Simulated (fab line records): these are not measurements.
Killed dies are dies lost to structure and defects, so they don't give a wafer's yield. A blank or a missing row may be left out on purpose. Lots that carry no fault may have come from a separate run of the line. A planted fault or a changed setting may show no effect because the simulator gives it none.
Matching of chambers + flow n5_finfet + 4 sister chambers for N5_BEOL_M13_DESCUM_33 on rie_diel-06
The step chemistry O2, time 7.9 s. 8 wafers are shown with their chamber, then 10 later ones without.

## WAFERS PAIRED WITH THEIR CHAMBERS
| wafer  | chamber | showerhead_plenum_p_Torr (Torr) | throttle_valve_pct (%) |
|--------|---------|---------------------------------|------------------------|
| L088.2 | 1       | 2.09                            | 19.82                  |
| L088.5 | 0       | 2.03                            | 20.46                  |
| L088.6 | 3       | 2.19                            | 20.47                  |
| L087.1 | 3       | 2.19                            | 20.48                  |
| L087.2 | 1       | 2.09                            | 19.83                  |
| L087.6 | 2       | 2.04                            | 20.28                  |
| L090.2 | 2       | 2.04                            | 20.29                  |
| L090.3 | 0       | 2.02                            | 20.46                  |

## WAFERS WITH NO CHAMBER GIVEN
| wafer  | showerhead_plenum_p_Torr (Torr) | throttle_valve_pct (%) |
|--------|---------------------------------|------------------------|
| L090.4 | 2.19                            | 20.45                  |
| L092.2 | 2.04                            | 20.31                  |
| L092.5 | 2.04                            | 20.30                  |
| L092.6 | 2.09                            | 19.84                  |
| L095.2 | 2.19                            | 20.50                  |
| L095.4 | 2.02                            | 20.48                  |
| L095.5 | 2.09                            | 19.84                  |
| L097.4 | 2.19                            | 20.49                  |
| L097.5 | 2.09                            | 19.86                  |
| L097.6 | 2.02                            | 20.48                  |

## THE CHAMBER EACH PASSED THROUGH
| wafer  | from the rows above | in truth |
|--------|---------------------|----------|
| L090.4 | 3                   | 3        |
| L092.2 | 2                   | 2        |
| L092.5 | 2                   | 2        |
| L092.6 | 1                   | 1        |
| L095.2 | 3                   | 3        |
| L095.4 | 0                   | 0        |
| L095.5 | 1                   | 1        |
| L097.4 | 3                   | 3        |
| L097.5 | 1                   | 1        |
| L097.6 | 0                   | 0        |
Correctly placed: 10 of 10. Not placeable from these rows: 0. 0 placed wrongly.
How it was worked out, from the rows above alone: a wafer's distance from a chamber is the root of the sum, over the readings, of the square of ((its reading less the chamber's mean) divided by the reading's scatter). If the next closest chamber is less than 2 further off than the closest, the wafer can't be placed; otherwise it belongs to the closest. The mean given for a chamber averages the wafers shown for that chamber. How the scatter is found: for the shown wafers, subtract from each reading the mean of its chamber, square and add these, divide the total by (wafers less chambers), then take the root.
